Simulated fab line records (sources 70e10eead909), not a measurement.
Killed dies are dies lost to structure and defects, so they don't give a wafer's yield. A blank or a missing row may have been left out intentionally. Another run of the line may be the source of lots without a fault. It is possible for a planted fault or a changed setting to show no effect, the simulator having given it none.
fab line records	flow nandHarc	part 1 of 2: steps 1 to 24 of 33
record lots=5	wafers=15	lastDay=33
route steps=1302 shown A_STAIRCASE@783
lots with no fault: from the same line, run without faults
startH: hours from the record's first day to the start of the lot's first wafer shown	waitH: how many hours have passed since the lot's step before this one	" as in the row above	L1.1+2: several wafers, shown together as one row	- no value present, or no start provided	* or withheld: withheld	< > ~ a bound
route shown NAME@n: names a module that has steps shown in the file, with the first one's number in the route	usual: mean and standard deviation over wafers with no fault	same: alike in all rows	chamber/n: place in a boat	sites: the reading at each site	_std_site: the values' standard deviation	_edge_site: inner sites' mean taken away from outer sites' mean	radiusMm: how far each site lies from the wafer's centre	mask NAME#n: copy n	behind: the most recent tool/chamber to have shaped the wafer	hold: why the lot was held/for how many hours/how that ended	device: names the non-switching transistor (n, p or np)	end of line: tests of these same wafers at the route's end	for a step that has no rows: nothing shown but its recipe	killed: the dies lost at the first sort to structure and to defects; this is not the yield of the wafer	map: a wafer's dies, x killed, . not, _ none there
set.NAME: the setting that was run; set.NAME@STEP: the one run at that earlier step	model.NAME: the simulator's own value behind a step, which no gauge read
certain route steps with their lots: each step a table, each wafer a row
services: from which hour (startH, from the record's first day; less than 0 if before it) a tool's chamber was out of use, for how many hours, and why
## steps
# step NHARC_A_STAIRCASE_HARDBAKE_269
# recipe tempC=120	timeS=140
lot.wafer	tool	chamber	startH	waitH
L074.3+5+6	lithoTrack-07	0	355.93	-
L080.1+4+6	lithoTrack-03	0	418.32	-
L085.2+5+6	lithoTrack-07	0	475.61	-
L090.2+3+5	lithoTrack-07	0	528.70	-
L097.1+3+5	lithoTrack-07	0	588.09	-
# step NHARC_A_STAIRCASE_DESCUM_270
# recipe timeS=3	o2FlowSccm=200	arFlowSccm=0	biasPowerW=0	chemistry=O2
# usual drypumpMotorCurrentA=5.6/0.39	oesProductAu=1.000/0.0084	rfVppV=57.7/0.91	showerheadPlenumPTorr=1.92/0.081	throttleValvePct=11.310/0.0091
lot.wafer	tool	chamber	startH	waitH	drypumpMotorCurrentA	oesProductAu	rfHoursCounterH	rfVppV	showerheadPlenumPTorr	throttleValvePct
L074.3	rieDiel-09	0	356.04	-	5.3	0.994	9	57.2	1.89	11.319
L074.6	"	1	"	"	5.4	1.015	-	57.3	2.00	11.300
L074.5	"	2	"	"	5.5	1.021	-	57.1	1.85	11.305
L080.4	rieDiel-04	0	418.42	-	5.4	0.995	20	58.3	1.87	11.307
L080.1	"	2	"	"	5.4	0.998	16	58.3	1.94	11.325
L080.6	"	3	"	"	6.2	1.002	-	58.8	2.07	11.304
L085.2	rieDiel-09	0	475.71	-	5.2	0.990	50	56.9	1.87	11.310
L085.5	"	0	"	"	5.2	0.999	-	57.5	1.87	11.319
L085.6	"	1	"	"	5.4	0.998	-	57.7	1.99	11.309
L090.2	rieDiel-04	1	528.81	-	5.8	0.994	53	58.4	1.94	11.338
L090.3	"	2	"	"	5.4	0.995	53	57.6	1.93	11.319
L090.5	"	3	"	"	6.3	1.000	-	58.3	2.06	11.305
L097.1	rieDiel-09	0	588.18	-	5.2	1.012	31	57.8	1.86	11.297
L097.3	"	3	"	"	5.3	1.003	31	57.4	1.97	11.304
L097.5	"	0	"	"	5.2	1.006	-	57.1	1.86	11.307
# step NHARC_A_STAIRCASE_ETCH_271
# recipe cf4FlowSccm=100	chf3FlowSccm=30	arFlowSccm=0	rfW=500	biasW=200	chemistry=CF4/CHF3
# usual drypumpMotorCurrentA=5.6/0.4	oesProductAu=0.950/0.021	rfVppV=370.8/2.2	showerheadPlenumPTorr=1.58/0.065	throttleValvePct=16.804/0.009
lot.wafer	tool	chamber	startH	waitH	drypumpMotorCurrentA	oesProductAu	rfHoursCounterH	rfVppV	showerheadPlenumPTorr	throttleValvePct
L074.3	rieDiel-09	2	356.12	0.1	5.5	0.937	9	367.6	1.52	16.801
L074.5	"	0	"	"	5.2	0.923	-	370.2	1.55	16.792
L074.6	"	1	"	"	5.4	0.941	-	372.8	1.64	16.813
L080.4	rieDiel-04	3	418.50	0.1	6.3	0.935	20	375.1	1.69	16.800
L080.1	"	0	"	"	5.4	0.925	20	369.9	1.54	16.812
L080.6	"	3	"	"	6.3	0.928	-	374.8	1.69	16.802
L085.2	rieDiel-09	2	475.81	0.1	5.6	0.969	42	367.7	1.52	16.810
L085.5	"	0	"	"	5.2	0.937	-	368.2	1.54	16.808
L085.6	"	1	"	"	5.4	0.945	-	372.4	1.63	16.803
L090.2	rieDiel-04	2	528.90	0.1	5.5	0.947	53	370.8	1.59	16.792
L090.3	"	0	"	"	5.4	0.944	56	369.1	1.53	16.799
L090.5	"	2	"	"	5.3	0.964	-	371.9	1.59	16.787
L097.3	rieDiel-09	0	588.28	0.1	5.2	0.962	31	367.7	1.53	16.801
L097.1	"	1	"	"	5.4	0.958	28	371.7	1.62	16.803
L097.5	"	0	"	"	5.2	0.974	-	369.6	1.53	16.799
# step NHARC_A_STAIRCASE_HM_OPEN_457
# recipe o2FlowSccm=400	cosFlowSccm=20	arFlowSccm=0	rfW=500	biasW=300	chemistry=O2/COS
# usual drypumpMotorCurrentA=5.6/0.39	oesProductAu=1.000/0.007	rfVppV=467.4/2.7	showerheadPlenumPTorr=3.14/0.13	throttleValvePct=28.328/0.0086
lot.wafer	tool	chamber	startH	waitH	drypumpMotorCurrentA	oesProductAu	rfHoursCounterH	rfVppV	showerheadPlenumPTorr	throttleValvePct
L074.3	rieDiel-09	3	-	-	5.3	1.003	9	469.5	3.25	28.335
L074.5	"	3	"	"	5.4	1.008	-	470.2	3.25	28.327
L074.6	"	0	"	"	5.3	1.005	-	467.7	3.08	28.325
L080.4	rieDiel-04	1	-	-	5.8	0.997	17	468.4	3.19	28.323
L080.1	"	0	"	"	5.4	1.004	21	465.3	3.06	28.338
L080.6	"	1	"	"	5.9	0.993	-	467.7	3.19	28.321
L085.2	rieDiel-09	3	-	-	5.3	1.006	53	468.6	3.23	28.326
L085.5	"	1	"	"	5.4	0.995	-	469.1	3.24	28.330
L085.6	"	2	"	"	5.6	1.009	-	463.8	3.01	28.341
L090.2	rieDiel-04	2	-	-	5.4	0.991	53	468.5	3.15	28.317
L090.3	"	1	"	"	5.8	0.999	53	467.8	3.17	28.318
L090.5	"	3	"	"	6.3	1.002	-	470.4	3.34	28.318
L097.3	rieDiel-09	2	-	-	5.6	1.021	12	465.0	3.00	28.328
L097.1	"	0	"	"	5.2	1.009	31	465.5	3.04	28.309
L097.5	"	2	"	"	5.6	1.012	-	463.7	3.00	28.333
# step NHARC_A_STAIRCASE_STRIP_458
# recipe o2FlowSccm=400	cosFlowSccm=20	arFlowSccm=0	biasW=0	chemistry=O2/COS
lot.wafer	tool	chamber	startH	waitH
L074.3+5+6	rieDiel-09	2,1,2	-	-
L080.4+1+6	rieDiel-04	3,0,0	-	-
L085.2+6+5	rieDiel-09	2,3,0	-	-
L090.3+2+5	rieDiel-04	0,1,2	-	-
L097.1+3+5	rieDiel-09	0,2,0	-	-
# step NHARC_A_STAIRCASE_ETCH_451
# recipe targetDepthA=300	overetchA=30	timeS=16.5	ionEnergyEv=100	cf4FlowSccm=80	o2FlowSccm=20	arFlowSccm=0	rfW=300	biasW=100	chemistry=CF4/O2
# usual drypumpMotorCurrentA=5.6/0.37	oesProductAu=0.998/0.0073	rfVppV=197.9/1.3	showerheadPlenumPTorr=1.34/0.053	throttleValvePct=13.398/0.0092
lot.wafer	tool	chamber	startH	waitH	drypumpMotorCurrentA	oesProductAu	rfHoursCounterH	rfVppV	showerheadPlenumPTorr	throttleValvePct
L074.3	rieDiel-09	1	-	-	5.4	1.000	8	199.0	1.39	13.399
L074.5	"	0	"	"	5.2	0.991	-	197.9	1.32	13.384
L074.6	"	1	"	"	5.4	0.997	-	199.3	1.40	13.400
L080.4	rieDiel-04	2	-	-	5.4	1.009	16	198.6	1.36	13.412
L080.1	"	3	"	"	6.3	1.007	20	198.8	1.44	13.405
L080.6	"	2	"	"	5.4	1.006	-	199.8	1.36	13.387
L085.2	rieDiel-09	1	-	-	5.4	1.001	45	198.4	1.39	13.390
L085.5	"	2	"	"	5.6	1.008	-	196.6	1.28	13.400
L085.6	"	3	"	"	5.3	1.009	-	197.8	1.38	13.394
L090.3	rieDiel-04	0	-	-	5.4	0.997	57	196.7	1.30	13.411
L090.2	"	3	"	"	6.3	0.994	58	200.6	1.43	13.398
L090.5	"	0	"	"	5.4	0.992	-	197.0	1.30	13.393
L097.1	rieDiel-09	3	-	-	5.3	0.990	31	198.8	1.38	13.413
L097.3	"	0	"	"	5.2	1.005	31	196.1	1.30	13.396
L097.5	"	0	"	"	5.2	1.015	-	198.2	1.30	13.421
# step NHARC_A_STAIRCASE_ETCH_273
# recipe targetDepthA=1.02e+05	timeS=2468.6	ionEnergyEv=800	c4f8FlowSccm=80	o2FlowSccm=60	arFlowSccm=withheld	rfW=600	biasW=3000	chemistry=C4F8/O2/Ar
# usual oesProductAu=0.936/0.011	rfVppV=1828/11
lot.wafer	tool	chamber	startH	waitH	oesProductAu	rfHoursCounterH	rfVppV
L074.3	rieDiel-09	1	-	-	0.943	9	1837
L074.6	"	1	"	"	0.932	-	1837
L074.5	"	2	"	"	0.934	-	1817
L080.1	rieDiel-04	0	-	-	0.937	21	1822
L080.4	"	1	"	"	0.934	18	1833
L080.6	"	1	"	"	0.938	-	1833
L085.2	rieDiel-09	1	-	-	0.942	45	1836
L085.5	"	0	"	"	0.932	-	1820
L085.6	"	1	"	"	0.944	-	1836
L090.3	rieDiel-04	0	-	-	0.922	58	1821
L090.2	"	1	"	"	0.922	55	1830
L090.5	"	0	"	"	0.924	-	1821
L097.3	rieDiel-09	2	-	-	0.945	12	1817
L097.1	"	1	"	"	0.942	29	1835
L097.5	"	2	"	"	0.945	-	1816
# step NHARC_A_STAIRCASE_STRIP_274
# recipe o2FlowSccm=500	arFlowSccm=0	biasW=0	chemistry=O2
# usual drypumpMotorCurrentA=5.6/0.39	oesProductAu=1.000/0.0084	rfVppV=57.9/0.87	showerheadPlenumPTorr=3.55/0.15	throttleValvePct=17.037/0.0086
lot.wafer	tool	chamber	startH	waitH	drypumpMotorCurrentA	oesProductAu	rfHoursCounterH	rfVppV	showerheadPlenumPTorr	throttleValvePct
L074.3	rieDiel-09	0	-	-	5.2	1.001	14	58.3	3.48	17.039
L074.5	"	2	"	"	5.6	1.003	-	57.5	3.42	17.057
L074.6	"	3	"	"	5.4	1.011	-	58.7	3.67	17.030
L080.1	rieDiel-04	0	-	-	5.4	0.999	22	58.6	3.46	17.042
L080.4	"	2	"	"	5.4	0.998	17	57.1	3.58	17.036
L080.6	"	3	"	"	6.3	0.999	-	59.1	3.80	17.034
L085.2	rieDiel-09	0	-	-	5.3	1.002	52	58.6	3.46	17.050
L085.5	"	3	"	"	5.4	1.005	-	59.7	3.65	17.041
L085.6	"	0	"	"	5.3	1.000	-	56.7	3.46	17.037
L090.3	rieDiel-04	1	-	-	5.9	0.992	55	58.9	3.58	17.033
L090.2	"	2	"	"	5.4	1.006	54	57.3	3.56	17.033
L090.5	"	3	"	"	6.3	1.000	-	57.9	3.77	17.043
L097.3	rieDiel-09	1	-	-	5.4	1.001	29	58.3	3.64	17.040
L097.1	"	2	"	"	5.6	1.015	13	58.8	3.39	17.048
L097.5	"	2	"	"	5.6	1.005	-	57.3	3.39	17.027
# step NHARC_A_STAIRCASE_STRIP_275
# recipe timeS=900	tempC=130	chemistry=SPM
lot.wafer	tool	chamber	startH	waitH
L074.5+6+3	wetBench-01	4,5,0	360.93	-
L080.1+6+4	wetBench-09	7,0,4	420.99	-
L085.5+6+2	wetBench-01	5,6,1	478.79	-
L090.2+5+3	wetBench-01	1,2,3	532.45	-
L097.3+5+1	wetBench-06	2,4,5	590.73	-
# step NHARC_A_STAIRCASE_PRECLEAN_276
# recipe timeS=*	tempC=50	bathAgeMin=0	chemistry=SC1
lot.wafer	tool	chamber	startH	waitH
L074.5+6+3	wetBench-01	4,5,0	-	-
L080.1+6+4	wetBench-09	7,0,4	-	-
L085.5+6+2	wetBench-01	5,6,1	-	-
L090.2+5+3	wetBench-01	1,2,3	-	-
L097.3+5+1	wetBench-06	2,4,5	-	-
# step NHARC_A_STAIRCASE_SRD_277
lot.wafer	tool	chamber	startH	waitH
L074.5+6+3	wetBench-01	4,5,0	-	-
L080.1+6+4	wetBench-09	7,0,4	-	-
L085.5+6+2	wetBench-01	5,6,1	-	-
L090.2+5+3	wetBench-01	1,2,3	-	-
L097.3+5+1	wetBench-06	2,4,5	-	-
# step NHARC_A_STAIRCASE_HM_DEP_459
# recipe targetThkA=15000	tempC=400	material=aC
# usual throttleValvePct=35.001/0.0088
lot.wafer	tool	chamber	startH	waitH	throttleValvePct
L074.3	aclDep-02	0	362.46	1.1	35.020
L074.5	"	0	"	"	35.007
L074.6	"	0	"	"	34.998
L080.1	aclDep-01	0	428.60	7.2	35.000
L080.4	"	0	"	"	35.003
L080.6	"	0	"	"	35.002
L085.2	aclDep-03	0	479.61	0.4	35.004
L085.5	"	0	"	"	34.995
L085.6	"	0	"	"	35.010
L090.2	aclDep-01	0	533.67	0.8	34.998
L090.3	"	0	"	"	34.997
L090.5	"	0	"	"	35.000
L097.1	aclDep-03	0	592.32	1.1	34.996
L097.3	"	0	"	"	34.990
L097.5	"	0	"	"	35.007
# step NHARC_A_STAIRCASE_DEP_280
# recipe targetThkA=300	targetThkNm=30	tempC=400	pressureTorr=3.5	flowSccm=200	rfW=350	material=SiON
# usual heaterPowerOuterW=431/59	heaterPowerW=719/92
lot.wafer	tool	chamber	startH	waitH	heaterPowerOuterW	heaterPowerW
L074.3	pecvd-02	2	363.75	1.0	409	654
L074.6	"	1	"	"	416	732
L074.5	"	0	"	"	455	813
L080.1	pecvd-03	2	430.48	1.6	478	742
L080.6	"	2	"	"	477	784
L080.4	"	0	"	"	485	808
L085.2	pecvd-03	2	481.19	1.3	410	688
L085.5	"	2	"	"	415	721
L085.6	"	1	"	"	348	593
L090.3	pecvd-03	2	535.27	1.0	431	731
L090.2	"	1	"	"	385	638
L090.5	"	2	"	"	447	726
L097.1	pecvd-03	1	594.21	1.6	390	641
L097.3	"	2	"	"	508	798
L097.5	"	2	"	"	498	833
# step NHARC_A_STAIRCASE_DEHYDRATE_281
# recipe tempC=150	timeS=120
lot.wafer	tool	chamber	startH	waitH
L074.3+5+6	lithoTrack-03	0	363.99	0.2
L080.1+4+6	lithoTrack-05	0	430.75	0.2
L085.2+5+6	lithoTrack-05	0	481.46	0.2
L090.2+3+5	lithoTrack-05	0	535.55	0.2
L097.1+3+5	lithoTrack-03	0	594.45	0.2
# step NHARC_A_STAIRCASE_HMDS_282
# recipe timeS=30
lot.wafer	tool	chamber	startH	waitH
L074.3+5+6	lithoTrack-03	0	-	-
L080.1+4+6	lithoTrack-05	0	-	-
L085.2+5+6	lithoTrack-05	0	-	-
L090.2+3+5	lithoTrack-05	0	-	-
L097.1+3+5	lithoTrack-03	0	-	-
# step NHARC_A_STAIRCASE_COAT_283
# recipe spinRpm=1200
# usual spinSpeedRpm=1199.9/0.93
lot.wafer	tool	chamber	startH	waitH	spinSpeedRpm
L074.3	lithoTrack-03	0	-	-	1199.7
L074.5	"	0	"	"	1200.3
L074.6	"	0	"	"	1199.8
L080.1	lithoTrack-05	0	-	-	1199.0
L080.4	"	0	"	"	1200.7
L080.6	"	0	"	"	1200.3
L085.2	lithoTrack-05	0	-	-	1199.2
L085.5	"	0	"	"	1199.7
L085.6	"	0	"	"	1198.2
L090.2	lithoTrack-05	0	-	-	1200.4
L090.3	"	0	"	"	1199.0
L090.5	"	0	"	"	1200.3
L097.1	lithoTrack-03	0	-	-	1198.3
L097.3	"	0	"	"	1199.0
L097.5	"	0	"	"	1200.2
# step NHARC_A_STAIRCASE_SOFTBAKE_284
# recipe tempC=135	timeS=170
lot.wafer	tool	chamber	startH	waitH
L074.3+5+6	lithoTrack-03	0	-	-
L080.1+4+6	lithoTrack-05	0	-	-
L085.2+5+6	lithoTrack-05	0	-	-
L090.2+3+5	lithoTrack-05	0	-	-
L097.1+3+5	lithoTrack-03	0	-	-
# step NHARC_A_STAIRCASE_EBR_285
lot.wafer	tool	chamber	startH	waitH
L074.3+5+6	lithoTrack-03	0	-	-
L080.1+4+6	lithoTrack-05	0	-	-
L085.2+5+6	lithoTrack-05	0	-	-
L090.2+3+5	lithoTrack-05	0	-	-
L097.1+3+5	lithoTrack-03	0	-	-
# step NHARC_A_STAIRCASE_EXPOSE_286
# recipe na=0.5	doseMj=25.01	maskId=CHOP_100
# usual exposureDoseMJCm2=25.008/0.022
lot.wafer	tool	chamber	startH	waitH	mask	exposureDoseMJCm2
L074.3	krfScanner-01	0	364.33	-	CHOP_100#0	25.008
L074.5	"	0	"	"	CHOP_100#0	25.041
L074.6	"	0	"	"	CHOP_100#0	24.978
L080.1	krfScanner-03	0	431.08	-	CHOP_100#0	25.044
L080.4	"	0	"	"	CHOP_100#0	25.021
L080.6	"	0	"	"	CHOP_100#0	25.003
L085.2	krfScanner-01	0	481.67	-	CHOP_100#0	25.034
L085.5	"	0	"	"	CHOP_100#0	24.995
L085.6	"	0	"	"	CHOP_100#0	25.026
L090.2	krfScanner-01	0	535.88	-	CHOP_100#0	25.017
L090.3	"	0	"	"	CHOP_100#0	25.016
L090.5	"	0	"	"	CHOP_100#0	25.024
L097.1	krfScanner-01	0	594.66	-	CHOP_100#0	25.041
L097.3	"	0	"	"	CHOP_100#0	25.042
L097.5	"	0	"	"	CHOP_100#0	25.034
# step NHARC_A_STAIRCASE_PEB_287
# recipe pebTempC=115	pebTimeS=130
lot.wafer	tool	chamber	startH	waitH
L074.3+5+6	lithoTrack-03	0	364.39	0.1
L080.1+4+6	lithoTrack-05	0	431.15	0.1
L085.2+5+6	lithoTrack-07	0	481.74	0.1
L090.2+3+5	lithoTrack-03	0	535.94	0.1
L097.1+3+5	lithoTrack-03	0	594.73	0.1
# step NHARC_A_STAIRCASE_DEVELOP_288
# recipe timeS=140
lot.wafer	tool	chamber	startH	waitH
L074.3+5+6	lithoTrack-03	0	-	-
L080.1+4+6	lithoTrack-05	0	-	-
L085.2+5+6	lithoTrack-07	0	-	-
L090.2+3+5	lithoTrack-03	0	-	-
L097.1+3+5	lithoTrack-03	0	-	-
# step NHARC_A_STAIRCASE_HARDBAKE_290
# recipe tempC=120	timeS=140
lot.wafer	tool	chamber	startH	waitH
L074.3+5+6	lithoTrack-05	0	364.62	-
L080.1+4+6	lithoTrack-03	0	431.36	-
L085.2+5+6	lithoTrack-05	0	481.96	-
L090.2+3+5	lithoTrack-03	0	536.16	-
L097.1+3+5	lithoTrack-03	0	594.94	-
# step NHARC_A_STAIRCASE_DESCUM_291
# recipe timeS=3	o2FlowSccm=200	arFlowSccm=0	biasPowerW=0	chemistry=O2
# usual drypumpMotorCurrentA=5.6/0.42	oesProductAu=1.000/0.0078	rfVppV=57.8/0.97	showerheadPlenumPTorr=1.90/0.094	throttleValvePct=11.311/0.0088
lot.wafer	tool	chamber	startH	waitH	drypumpMotorCurrentA	oesProductAu	rfHoursCounterH	rfVppV	showerheadPlenumPTorr	throttleValvePct
L074.3	rieDiel-09	3	364.72	-	5.3	1.013	15	58.4	2.00	11.316
L074.6	"	0	"	"	5.2	0.999	-	58.0	1.89	11.301
L074.5	"	1	"	"	5.4	0.996	-	57.8	2.00	11.316
L080.4	rieDiel-01	0	431.46	-	5.8	0.997	14	57.9	1.78	11.311
L080.1	"	3	"	"	6.5	0.988	13	58.6	1.81	11.311
L080.6	"	0	"	"	5.8	0.988	-	58.4	1.78	11.317
L085.2	rieDiel-04	2	482.05	-	5.4	1.000	36	57.0	1.94	11.312
L085.6	"	1	"	"	5.8	0.994	-	58.0	1.95	11.303
L085.5	"	2	"	"	5.4	1.009	-	58.1	1.94	11.317
L090.3	rieDiel-01	3	536.25	-	6.5	1.005	47	59.3	1.80	11.300
L090.2	"	0	"	"	5.8	0.993	54	56.5	1.77	11.306
L090.5	"	0	"	"	5.8	0.996	-	56.3	1.77	11.295
L097.1	rieDiel-01	0	595.05	-	5.8	0.998	10	59.2	2.07	11.321
L097.3	"	1	"	"	5.2	0.997	11	55.7	1.77	11.298
L097.5	"	0	"	"	5.8	0.995	-	58.7	2.07	11.301
# step NHARC_A_STAIRCASE_ETCH_292
# recipe cf4FlowSccm=100	chf3FlowSccm=30	arFlowSccm=0	rfW=500	biasW=200	chemistry=CF4/CHF3
# usual drypumpMotorCurrentA=5.6/0.41	oesProductAu=0.934/0.018	rfVppV=370.4/2.4	showerheadPlenumPTorr=1.57/0.074	throttleValvePct=16.802/0.0096
lot.wafer	tool	chamber	startH	waitH	drypumpMotorCurrentA	oesProductAu	rfHoursCounterH	rfVppV	showerheadPlenumPTorr	throttleValvePct
L074.3	rieDiel-09	1	364.80	0.1	5.4	0.933	13	372.5	1.64	16.805
L074.5	"	3	"	"	5.3	0.932	-	372.8	1.64	16.803
L074.6	"	0	"	"	5.2	0.917	-	369.8	1.55	16.803
L080.4	rieDiel-01	2	431.55	0.1	5.5	0.969	12	372.0	1.61	16.792
L080.1	"	3	"	"	6.5	0.970	13	369.2	1.49	16.804
L080.6	"	2	"	"	5.5	0.972	-	372.7	1.61	16.797
L085.2	rieDiel-04	1	482.19	0.1	5.8	0.910	37	371.6	1.60	16.806
L085.6	"	0	"	"	5.4	0.927	-	369.3	1.54	16.807
L085.5	"	1	"	"	5.8	0.910	-	370.7	1.60	16.795
L090.3	rieDiel-01	0	536.39	0.1	5.8	0.947	54	368.2	1.46	16.807
L090.2	"	3	"	"	6.6	0.936	47	368.2	1.49	16.815
L090.5	"	0	"	"	5.9	0.944	-	367.3	1.46	16.807
L097.1	rieDiel-01	0	595.13	0.1	5.8	0.920	10	375.1	1.70	16.812
L097.3	"	1	"	"	5.3	0.931	11	367.1	1.46	16.804
L097.5	"	0	"	"	5.8	0.923	-	374.6	1.70	16.810
